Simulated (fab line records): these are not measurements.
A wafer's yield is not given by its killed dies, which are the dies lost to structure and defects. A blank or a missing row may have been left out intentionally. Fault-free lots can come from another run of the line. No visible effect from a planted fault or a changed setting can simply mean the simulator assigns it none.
fab line records    flow n5Finfet
record lots=5  wafers=15  lastDay=16
route steps=1938 shown BEOL_M15@1789 PASSIVATION@1936
lots with no fault: from the same line, run without faults
startH: the number of hours between the record's first day and the start of the first shown wafer of the lot    waitH: hours elapsed since this lot's preceding step    " identical to the entry in the row above    L1.1+2: one row covering several wafers at once    - no value, or no start was given    * or withheld: withheld    < > ~ a bound
route shown NAME@n: names a module that has steps shown in the file, with the first one's number in the route    usual: mean/standard deviation taken from wafers without a fault    same: alike in all rows    chamber/n: place in a boat    sites: per-site readings    _std_site: the standard deviation of these    _edge_site: mean of outer sites minus mean of inner sites    radiusMm: for every site, how far away it sits from the centre of the wafer    mask NAME#n: copy n    behind: the most recent tool/chamber to have shaped the wafer    hold: why the lot was held/for how many hours/how that ended    device: names the non-switching transistor (n, p or np)    end of line: at the end of the route, the tests of the same wafers    a step given without rows: its recipe and nothing more    killed: the dies lost at the first sort to structure and to defects; this is not the yield of the wafer    map: dies across one wafer; x = killed, . = not, _ = none there
set.NAME: the run value of the setting; set.NAME@STEP: its run value at that earlier step    model.NAME: the simulator's own value behind a step, which no gauge read
lots seen at some steps along the route; tables by step, rows by wafer
services: from which hour (startH, from the record's first day; less than 0 if before it) a tool's chamber was out of use, for how many hours, and why
## steps
# step N5_BEOL_M15_STRIP_63
# recipe chemistry=O2  powerW=600  tempC=60  pressureMtorr=30  rfFrequencyHz=6e+07  biasPowerW=0  overashFraction=0.3  o2FlowSccm=225
# usual drypumpMotorCurrentA=5.8/0.38  oesProductAu=0.78/0.059  rfVppV=3.7/0.75  showerheadPlenumPTorr=2.11/0.088  throttleValvePct=16.69/0.26
lot.wafer  tool        chamber  startH  waitH  drypumpMotorCurrentA  oesProductAu  rfHoursCounterH  rfVppV  showerheadPlenumPTorr  throttleValvePct
L787.1     rieDiel-06  3        -       -      5.6                   0.72          186              3.2     2.17                   16.71
L787.3     "           0        "       "      5.7                   0.69          224              4.9     2.01                   16.99
L787.6     "           2        "       "      6.0                   0.79          -                2.6     2.22                   16.60
L794.1     rieDiel-02  3        -       -      5.9                   0.81          95               3.6     2.22                   16.29
L794.5     "           2        "       "      6.5                   0.76          -                4.2     2.03                   17.08
L794.6     "           1        "       "      5.6                   0.85          -                3.2     2.24                   16.53
L796.2     rieDiel-02  0        -       -      5.1                   0.72          196              3.0     2.19                   17.05
L796.4     "           3        "       "      5.9                   0.80          100              4.1     2.22                   16.30
L796.5     "           0        "       "      5.1                   0.73          -                4.6     2.19                   17.06
L802.2     rieDiel-04  3        -       -      6.0                   0.81          75               3.3     2.12                   16.78
L802.4     "           0        "       "      5.7                   0.85          -                3.3     2.05                   16.50
L802.6     "           2        "       "      5.3                   0.78          -                6.2     2.01                   16.81
L806.2     rieDiel-04  0        -       -      5.6                   0.82          69               4.0     2.05                   16.50
L806.5     "           3        "       "      6.0                   0.80          -                3.2     2.12                   16.76
L806.6     "           2        "       "      5.3                   0.76          -                3.5     2.00                   16.81
# step N5_BEOL_M15_STRIP_64
# recipe chemistry=O2  powerW=600  tempC=60  pressureMtorr=30  rfFrequencyHz=6e+07  biasPowerW=0  overashFraction=0.3  o2FlowSccm=225
# step N5_BEOL_M15_STRIP_65
# recipe chemistry=postEtchResidueRemover  timeS=60  tempC=25  removerPh=withheld  removerWaterWtPct=withheld  removerFluorideWtPct=withheld
# step N5_BEOL_M15_SRD_66
# recipe timeS=30  tempC=23  rinseLiquid=diw  dry=n2Spin  spinRpm=1500  dryTimeS=30
# step N5_BEOL_M15_CD_MEAS_17
# recipe targetCdNm=360  polarity=opening
# usual cdNm=362.0/1.9
lot.wafer  tool      chamber  startH  waitH  cdNm
L787.1     cdSem-02  -        261.28  0.0    359.0
L787.3     "         -        "       "      357.4
L787.6     "         -        "       "      362.9
L794.1     cdSem-03  -        284.88  0.0    362.4
L794.5     "         -        "       "      364.6
L794.6     "         -        "       "      359.8
L796.2     cdSem-03  -        302.22  0.0    363.1
L796.4     "         -        "       "      363.8
L796.5     "         -        "       "      361.9
L802.2     cdSem-02  -        337.54  0.0    359.4
L802.4     "         -        "       "      361.2
L802.6     "         -        "       "      360.9
L806.2     cdSem-02  -        352.30  0.0    361.0
L806.5     "         -        "       "      360.2
L806.6     "         -        "       "      361.0
# step N5_BEOL_M15_COAT_56
# recipe resist=SOC  tempC=250  timeS=60  spinRpm=1500  resistThkNm=550
# step N5_BEOL_M15_ETCH_57
# recipe chemistry=N2/H2  target=SOC  sourceW=3000  biasW=350  timeS=750  ionEnergyEv=200  pressureMtorr=30  n2FlowSccm=200  h2FlowSccm=200
# step N5_BEOL_M15_COAT_60
# recipe resist=BARC  tempC=205  timeS=60  spinRpm=1500  resistThkNm=89
# step N5_BEOL_M15_COAT_22
# recipe spinRpm=1704  resistThkNm=800
# step N5_BEOL_M15_EBR_24
# recipe solvent=PGMEA  ebrWidthMm=1.5
# step N5_BEOL_M15_SOFTBAKE_23
# recipe tempC=130  timeS=60
# step N5_BEOL_M15_EXPOSE_25
# recipe maskId=M15  na=0.8  sourceShape=annular  sigmaInner=0.5  sigmaOuter=0.8  polarization=unpolarized  targetCdNm=400  doseMj=35.5
# step N5_BEOL_M15_PEB_26
# recipe pebTempC=130  pebTimeS=90
lot.wafer   tool           chamber  startH  waitH
L787.1+3+6  lithoTrack-03  0        262.16  0.1
L794.1+5+6  lithoTrack-02  0        285.64  0.1
L796.2+4+5  lithoTrack-03  0        302.98  0.0
L802.2+4+6  lithoTrack-02  0        338.42  0.0
L806.2+5+6  lithoTrack-05  0        353.06  0.0
# step N5_BEOL_M15_DEVELOP_27
# recipe developTimeS=45  rinseLiquid=diw  dry=airSpin  devTempC=21
# step N5_BEOL_M15_HARDBAKE_32
# recipe tempC=130  timeS=120
# step N5_BEOL_M15_CD_MEAS_28
# recipe targetCdNm=407.6  landingEnergyEv=500  detector=seInlens
# usual cdNm=407.6/1.5
lot.wafer  tool      chamber  startH  waitH  cdNm
L787.1     cdSem-03  0        262.28  -      407.9
L787.3     "         0        "       "      408.1
L787.6     "         0        "       "      407.3
L794.1     cdSem-03  0        285.76  -      409.4
L794.5     "         0        "       "      410.2
L794.6     "         0        "       "      408.9
L796.2     cdSem-01  0        303.10  -      413.4
L796.4     "         0        "       "      413.6
L796.5     "         0        "       "      412.9
L802.2     cdSem-03  0        338.54  -      407.8
L802.4     "         0        "       "      407.1
L802.6     "         0        "       "      408.0
L806.2     cdSem-01  0        353.17  -      405.5
L806.5     "         0        "       "      406.6
L806.6     "         0        "       "      407.2
# step N5_BEOL_M15_OVL_MEAS_29
# recipe pointsPerWafer=44
# usual M15_OVL=6/4.9
lot.wafer  tool        chamber  startH  waitH  M15_OVL[nm]
L787.1     overlay-01  0        262.31  0.0    7
L787.3     "           0        "       "      8
L787.6     "           0        "       "      11
L794.1     overlay-02  0        285.79  0.0    4
L794.5     "           0        "       "      -2
L794.6     "           0        "       "      9
L796.2     overlay-01  0        303.13  0.0    9
L796.4     "           0        "       "      3
L796.5     "           0        "       "      14
L802.2     overlay-01  0        338.57  0.0    1
L802.4     "           0        "       "      2
L802.6     "           0        "       "      0
L806.2     overlay-02  0        353.20  0.0    7
L806.5     "           0        "       "      0
L806.6     "           0        "       "      6
# step N5_BEOL_M15_INSPECT_30
# recipe mode=adi  inspectInstrument=macro
# usual rawDefectCount=2.1/1.3
lot.wafer  tool              chamber  startH  waitH  rawDefectCount
L787.1     defectInspect-01  -        262.33  0.0    2
L787.3     "                 -        "       "      1
L787.6     "                 -        "       "      1
L794.1     defectInspect-01  -        285.81  0.0    4
L794.5     "                 -        "       "      1
L794.6     "                 -        "       "      1
L796.2     defectInspect-01  -        303.15  0.0    1
L796.4     "                 -        "       "      4
L796.5     "                 -        "       "      1
L802.2     defectInspect-01  -        338.59  0.0    0
L802.4     "                 -        "       "      3
L802.6     "                 -        "       "      4
L806.2     defectInspect-01  -        353.23  0.0    3
L806.5     "                 -        "       "      2
L806.6     "                 -        "       "      2
# step N5_BEOL_M15_DESCUM_33
# recipe chemistry=O2  timeS=7.9  sourcePowerW=50  biasPowerW=20  pressureMtorr=20  rfFrequencyHz=2.712e+07  tempC=40  o2FlowSccm=225
# usual drypumpMotorCurrentA=5.8/0.36  oesProductAu=0.78/0.061  rfVppV=243.3/1.3  showerheadPlenumPTorr=2.11/0.084  throttleValvePct=20.46/0.27
lot.wafer  tool        chamber  startH  waitH  drypumpMotorCurrentA  oesProductAu  rfHoursCounterH  rfVppV  showerheadPlenumPTorr  throttleValvePct  model.BEOL_M15.cdNm
L787.1     rieDiel-04  0        262.37  0.0    5.6                   0.87          37               243.5   2.06                   20.22             408
L787.3     "           1        "       "      5.6                   0.69          235              243.4   2.05                   20.38             408
L787.6     "           3        "       "      6.0                   0.84          -                244.7   2.13                   20.54             407.4
L794.1     rieDiel-06  3        285.84  0.0    5.6                   0.73          197              243.8   2.17                   20.42             409.4
L794.5     "           3        "       "      5.7                   0.73          -                243.3   2.17                   20.42             410.2
L794.6     "           2        "       "      6.0                   0.79          -                244.1   2.21                   20.43             409
L796.2     rieDiel-02  1        303.19  0.0    5.6                   0.85          85               242.8   2.23                   20.36             413.2
L796.4     "           3        "       "      5.9                   0.79          101              244.8   2.22                   20.04             413.6
L796.5     "           0        "       "      5.1                   0.72          -                245.6   2.19                   20.88             413
L802.2     rieDiel-06  2        338.62  0.0    6.0                   0.78          131              244.1   2.21                   20.45             408
L802.4     "           3        "       "      5.6                   0.70          214              243.6   2.16                   20.45             407
L802.6     "           0        "       "      5.6                   0.69          -                242.6   2.00                   20.78             408
L806.2     rieDiel-04  0        353.26  0.0    5.7                   0.84          69               241.7   2.04                   20.25             405.6
L806.5     "           0        "       "      5.7                   0.84          -                242.9   2.04                   20.26             406.6
L806.6     "           3        "       "      6.0                   0.80          -                243.2   2.12                   20.59             407.2
# step N5_BEOL_M15_ETCH_61
# recipe chemistry=N2/H2  target=BARC  targetDepthA=890  overetchA=267  timeS=67.9  ionEnergyEv=200  pressureMtorr=30  sourceW=840  biasW=150  n2FlowSccm=200  h2FlowSccm=200
# usual drypumpMotorCurrentA=5.8/0.36  oesProductAu=0.67/0.051  rfVppV=524.0/2.7  showerheadPlenumPTorr=2.55/0.094  throttleValvePct=17.82/0.26
lot.wafer  tool        chamber  startH  waitH  drypumpMotorCurrentA  oesProductAu  rfHoursCounterH  rfVppV  showerheadPlenumPTorr  throttleValvePct
L787.1     rieDiel-04  0        262.40  0.0    5.7                   0.76          37               522.4   2.48                   17.55
L787.3     "           1        "       "      5.6                   0.59          235              522.6   2.49                   17.88
L787.6     "           3        "       "      6.0                   0.73          -                525.2   2.57                   17.91
L794.1     rieDiel-06  3        285.88  0.0    5.6                   0.63          197              526.9   2.63                   17.83
L794.5     "           3        "       "      5.6                   0.63          -                526.0   2.63                   17.85
L794.6     "           2        "       "      6.0                   0.68          -                527.3   2.65                   17.61
L796.2     rieDiel-02  1        303.22  0.0    5.6                   0.71          85               528.1   2.69                   17.81
L796.4     "           3        "       "      5.9                   0.68          101              526.6   2.67                   17.32
L796.5     "           0        "       "      5.1                   0.61          -                526.0   2.63                   18.14
L802.2     rieDiel-06  2        338.66  0.0    6.0                   0.66          131              527.1   2.64                   17.61
L802.4     "           3        "       "      5.6                   0.62          214              526.1   2.62                   17.87
L802.6     "           0        "       "      5.6                   0.60          -                520.3   2.40                   18.02
L806.2     rieDiel-04  0        353.30  0.0    5.6                   0.71          69               522.4   2.47                   17.61
L806.5     "           0        "       "      5.6                   0.71          -                522.7   2.47                   17.62
L806.6     "           3        "       "      6.0                   0.70          -                524.9   2.55                   17.97
# step N5_BEOL_M15_TRENCH_ETCH_34
# recipe chemistry=C4F8/O2/Ar  target=SiO2  targetDepthA=8729.3  heInnerTorr=15  heOuterTorr=30  timeS=199  ionEnergyEv=800  pressureMtorr=20  sourceW=1905  biasW=2040  Ar_flow_sccm=400  C4F8_flow_sccm=16  O2_flow_sccm=12
# usual C4F8_flow_sccm=16.00/0.049  drypumpMotorCurrentA=5.8/0.36  oes_f_703_au=0.79/0.063  oesProductAu=0.78/0.061  rfVppV=2213/26  showerheadPlenumPTorr=3.44/0.13  throttleValvePct=30.8/0.3
lot.wafer  tool        chamber  startH  waitH  C4F8_flow_sccm  drypumpMotorCurrentA  oes_f_703_au  oesProductAu  rfHoursCounterH  rfVppV  showerheadPlenumPTorr  throttleValvePct
L787.1     rieDiel-04  0        262.45  0.0    16.02           5.7                   0.87          0.88          37               2231    3.34                   30.4
L787.3     "           1        "       "      16.02           5.6                   0.66          0.68          235              2245    3.41                   31.0
L787.6     "           3        "       "      15.99           6.0                   0.89          0.86          -                2181    3.48                   31.0
L794.1     rieDiel-06  3        285.93  0.0    15.98           5.6                   0.73          0.74          197              2258    3.52                   30.6
L794.5     "           3        "       "      15.98           5.6                   0.73          0.73          -                2257    3.52                   30.6
L794.6     "           2        "       "      16.01           6.0                   0.80          0.79          -                2239    3.59                   30.8
L796.2     rieDiel-02  1        303.27  0.0    16.05           5.6                   0.83          0.84          85               2185    3.60                   30.7
L796.4     "           3        "       "      16.00           5.9                   0.80          0.80          101              2213    3.63                   30.5
L796.5     "           0        "       "      16.06           5.1                   0.72          0.71          -                2233    3.58                   31.4
L802.2     rieDiel-06  2        338.71  0.0    15.93           6.0                   0.79          0.77          131              2239    3.58                   30.8
L802.4     "           3        "       "      16.04           5.6                   0.73          0.72          214              2255    3.51                   30.6
L802.6     "           0        "       "      16.02           5.6                   0.70          0.69          -                2203    3.25                   30.9
L806.2     rieDiel-04  0        353.35  0.0    15.92           5.7                   0.82          0.83          69               2229    3.32                   30.4
L806.5     "           0        "       "      15.93           5.7                   0.82          0.83          -                2230    3.32                   30.4
L806.6     "           3        "       "      15.98           6.0                   0.85          0.82          -                2180    3.46                   31.0
# step N5_BEOL_M15_STRIP_36
# recipe chemistry=O2  powerW=600  tempC=60  pressureMtorr=30  rfFrequencyHz=6e+07  biasPowerW=0  overashFraction=0.3  o2FlowSccm=225
# usual drypumpMotorCurrentA=5.8/0.39  oesProductAu=0.78/0.054  rfVppV=3.8/0.93  showerheadPlenumPTorr=2.12/0.085  throttleValvePct=16.70/0.26
lot.wafer  tool        chamber  startH  waitH  drypumpMotorCurrentA  oesProductAu  rfHoursCounterH  rfVppV  showerheadPlenumPTorr  throttleValvePct
L787.1     rieDiel-02  2        266.22  3.6    6.5                   0.77          110              2.8     2.03                   17.09
L787.3     "           1        "       "      5.6                   0.85          73               3.3     2.24                   16.53
L787.6     "           2        "       "      6.5                   0.76          -                1.3     2.03                   17.06
L794.1     rieDiel-02  0        287.96  1.8    5.1                   0.73          191              4.5     2.20                   17.11
L794.5     "           2        "       "      6.5                   0.77          -                3.6     2.02                   17.08
L794.6     "           3        "       "      5.9                   0.80          -                2.1     2.22                   16.29
L796.2     rieDiel-02  2        305.62  2.2    6.5                   0.77          122              2.8     2.02                   17.07
L796.4     "           1        "       "      5.6                   0.86          86               3.2     2.24                   16.54
L796.5     "           2        "       "      6.5                   0.76          -                1.9     2.02                   17.11
L802.2     rieDiel-06  1        339.68  0.8    6.2                   0.80          98               4.4     2.03                   16.44
L802.4     "           3        "       "      5.6                   0.71          214              2.4     2.16                   16.75
L802.6     "           3        "       "      5.6                   0.73          -                4.5     2.16                   16.74
L806.2     rieDiel-02  3        360.90  7.4    5.9                   0.77          119              4.4     2.21                   16.36
L806.5     "           2        "       "      6.5                   0.74          -                5.4     2.02                   17.15
L806.6     "           3        "       "      5.9                   0.78          -                4.1     2.21                   16.33
# step N5_BEOL_M15_STRIP_62
# recipe chemistry=O2  powerW=600  tempC=60  pressureMtorr=30  rfFrequencyHz=6e+07  biasPowerW=0  overashFraction=0.3  o2FlowSccm=225
# step N5_BEOL_M15_STRIP_37
# recipe chemistry=O2  powerW=600  tempC=60  pressureMtorr=30  rfFrequencyHz=6e+07  biasPowerW=0  overashFraction=0.3  o2FlowSccm=225
# usual drypumpMotorCurrentA=5.8/0.38  oesProductAu=0.78/0.054  rfVppV=3.7/0.66  showerheadPlenumPTorr=2.12/0.085  throttleValvePct=16.70/0.26
lot.wafer  tool        chamber  startH  waitH  drypumpMotorCurrentA  oesProductAu  rfHoursCounterH  rfVppV  showerheadPlenumPTorr  throttleValvePct
L787.1     rieDiel-02  2        -       -      6.5                   0.77          110              4.7     2.03                   17.07
L787.3     "           1        "       "      5.6                   0.85          73               2.8     2.24                   16.53
L787.6     "           2        "       "      6.5                   0.76          -                4.2     2.03                   17.07
L794.1     rieDiel-02  0        -       -      5.1                   0.73          191              3.8     2.19                   17.05
L794.5     "           2        "       "      6.5                   0.76          -                3.5     2.02                   17.10
L794.6     "           3        "       "      5.8                   0.79          -                3.6     2.22                   16.29
L796.2     rieDiel-02  2        -       -      6.5                   0.75          122              3.6     2.02                   17.09
L796.4     "           1        "       "      5.6                   0.84          86               3.7     2.24                   16.53
L796.5     "           2        "       "      6.5                   0.75          -                2.5     2.02                   17.10
L802.2     rieDiel-06  1        -       -      6.2                   0.80          98               2.9     2.03                   16.42
L802.4     "           3        "       "      5.7                   0.71          214              2.3     2.16                   16.74
L802.6     "           3        "       "      5.6                   0.71          -                3.6     2.17                   16.72
L806.2     rieDiel-02  3        -       -      5.8                   0.78          119              4.0     2.21                   16.34
L806.5     "           2        "       "      6.5                   0.74          -                5.5     2.02                   17.14
L806.6     "           3        "       "      5.8                   0.77          -                3.4     2.21                   16.34
# step N5_BEOL_M15_ETCH_38
# recipe chemistry=CF4/N2  target=SiCN  targetDepthA=1064  taperDeg=2  timeS=120.5  ionEnergyEv=150  maskMaterial=SiO2  pressureMtorr=40  sourceW=430  biasW=70  Ar_flow_sccm=100  cf4FlowSccm=60  n2FlowSccm=60
# usual drypumpMotorCurrentA=5.8/0.38  oesProductAu=0.78/0.057  rfVppV=382.5/2.1  showerheadPlenumPTorr=2.21/0.084  throttleValvePct=15.42/0.25
lot.wafer  tool        chamber  startH  waitH  drypumpMotorCurrentA  oesProductAu  rfHoursCounterH  rfVppV  showerheadPlenumPTorr  throttleValvePct  model.BEOL_M15.cdNm
L787.1     rieDiel-02  2        -       -      6.5                   0.76          110              379.9   2.12                   15.74             399.2
L787.3     "           1        "       "      5.6                   0.85          73               384.5   2.33                   15.17             399.6
L787.6     "           2        "       "      6.5                   0.76          -                380.7   2.12                   15.74             401.2
L794.1     rieDiel-02  0        -       -      5.1                   0.73          191              384.3   2.30                   15.79             401.6
L794.5     "           2        "       "      6.5                   0.75          -                380.5   2.12                   15.77             402.8
L794.6     "           3        "       "      5.9                   0.81          -                384.7   2.33                   15.07             400.6
L796.2     rieDiel-02  2        -       -      6.5                   0.75          122              379.4   2.12                   15.77             406.4
L796.4     "           1        "       "      5.6                   0.84          86               384.4   2.33                   15.19             405.8
L796.5     "           2        "       "      6.5                   0.75          -                381.8   2.12                   15.78             404.6
L802.2     rieDiel-06  1        -       -      6.2                   0.81          98               379.9   2.14                   15.20             400.4
L802.4     "           3        "       "      5.6                   0.72          214              383.2   2.26                   15.46             400.2
L802.6     "           3        "       "      5.6                   0.72          -                383.2   2.26                   15.45             400.4
L806.2     rieDiel-02  3        -       -      5.9                   0.79          119              383.9   2.32                   15.13             397
L806.5     "           2        "       "      6.5                   0.74          -                379.4   2.11                   15.80             398.4
L806.6     "           3        "       "      5.9                   0.79          -                384.8   2.32                   15.11             401
# step N5_BEOL_M15_PRECLEAN_39
# recipe chemistry=residueRemover  timeS=60  tempC=40
# step N5_PASSIVATION_PROBE_49
# usual defectLimitedYield=91.5/1.4  killed_at_M0_to_M3=32/9.7  killed_at_M4_up=14/5.3  killedAtContacts=11/6  killedAtFrontEnd=39/14  killedAtOther=3.3/2.7  killedDies=100/17  killedOpen=66/13  killedShort=32/7.4  sort_bin_5_function=4.9/0.9  sort_bin_6_memory=3.2/0.72  sortNPass=1080/17  sortYieldPct=91.5/1.4
# same grossDies=1180  killedAtBackSide=0  sort_bin_4_leakage[%]=0  sort_bin_8_speed[%]=0
lot.wafer  tool       chamber  startH  waitH  defectLimitedYield[%]  killed_at_M0_to_M3  killed_at_M4_up  killedAtContacts  killedAtFrontEnd  killedAtOther  killedDies  killedOpen  killedShort  sort_bin_5_function[%]  sort_bin_6_memory[%]  sortNPass  sortYieldPct[%]
L787.1     prober-02  -        283.41  0.0    91.9                   45                  12               8                 26                4              95          64          31           4.9                     3.1                   1085       91.9
L787.3     prober-02  -        283.51  0.1    93.6                   34                  9                6                 24                2              75          47          27           3.6                     2.5                   1105       93.6
L787.6     prober-02  -        283.66  0.3    93.0                   28                  21               9                 18                7              83          49          34           4.2                     2.6                   1097       93.0
L802.2     prober-02  -        355.61  0.1    91.7                   32                  10               20                36                0              98          66          31           5.1                     3.1                   1082       91.7
# killed by level:class
L787.1 BEOL_M1:geometricParticle:open=8 BEOL_M3:geometricParticle:open=8 BEOL_M2:geometricParticle:open=8 FIN_SAQP:geometricParticle:open=6 STI_FIN_REVEAL:geometricParticle:open=6 BEOL_M0_SAQP:geometricParticle:short=6 MOL_CONTACT_COAG:geometricParticle:open=5 BEOL_M2:geometricParticle:short=5
L787.3 BEOL_M2:geometricParticle:open=9 STI_FIN_REVEAL:geometricParticle:open=8 BEOL_M1:geometricParticle:open=8 BEOL_M0_SAQP:geometricParticle:short=6 FIN_SAQP:geometricParticle:open=5 FIN_SAQP:geometricParticle:short=4 MOL_CONTACT_COAG:geometricParticle:short=4 BEOL_M2:geometricParticle:short=3
L787.6 BEOL_M0_SAQP:geometricParticle:short=9 BEOL_M4:geometricParticle:open=9 BEOL_M3:geometricParticle:open=8 MOL_CONTACT_COAG:geometricParticle:open=6 BEOL_M2:geometricParticle:open=6 BEOL_M5:geometricParticle:open=4 STI_FIN_REVEAL:geometricParticle:open=3 DUMMY_GATE:geometricParticle:open=3
L802.2 MOL_CONTACT_COAG:geometricParticle:open=16 BEOL_M0_SAQP:geometricParticle:open=10 STI_FIN_REVEAL:geometricParticle:open=9 BEOL_M2:geometricParticle:open=9 BEOL_M0_SAQP:geometricParticle:short=7 STARTING-WAFER:geometricParticle:short=6 BEOL_M4:geometricParticle:open=6 FIN_SAQP:geometricParticle:short=4
## services
tool           chamber  startH  hours  kind
rieDiel-02     3        240.22  32.8   repair
rieDiel-04     1        279.44  3.4    repair
lithoTrack-05  -        285.30  -      consumableReplace:filter
rieDiel-04     2        293.66  8.2    repair
rieDiel-06     1        311.17  5.3    repair
rieDiel-04     1        317.63  -      clean
rieDiel-04     1        317.63  -      consumableReplace:focusRing
rieDiel-04     1        317.63  25.8   scheduledDown
rieDiel-04     1        317.63  25.8   ventCycle
lithoTrack-02  -        318.84  -      consumableReplace:filter
lithoTrack-02  -        323.04  -      consumableReplace:filter
rieDiel-02     -        332.25  2.8    pm
rieDiel-04     0        360.69  4.7    repair
rieDiel-04     2        360.94  2.5    repair
## key
firstSign step=N5_BEOL_M15_CD_MEAS_28  reading=cdNm  direction=up  sigmas=3.8  usual=407.6  struck=413.3
effect none on later readings
modelEffect step=N5_BEOL_M15_DESCUM_33  value=BEOL_M15.cdNm  without=407.5  struck=413.3
modelEffect step=N5_BEOL_M15_ETCH_38  value=BEOL_M15.cdNm  without=399.9  struck=405.6
metAt N5_BEOL_M15_PEB_26
struckWafers L796.2,L796.4,L796.5
onsetBetween 262.16 302.98
alsoFits N5_BEOL_M15_STRIP_63:rieDiel-02
fault kind=processParameterDrift  tool=lithoTrack-03  chamber=-  onsetH=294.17  steps=N5_BEOL_M15_PEB_26  channel=pebTimeS  offset=*  shape=step  endH=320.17  actsIn=*  stated=*
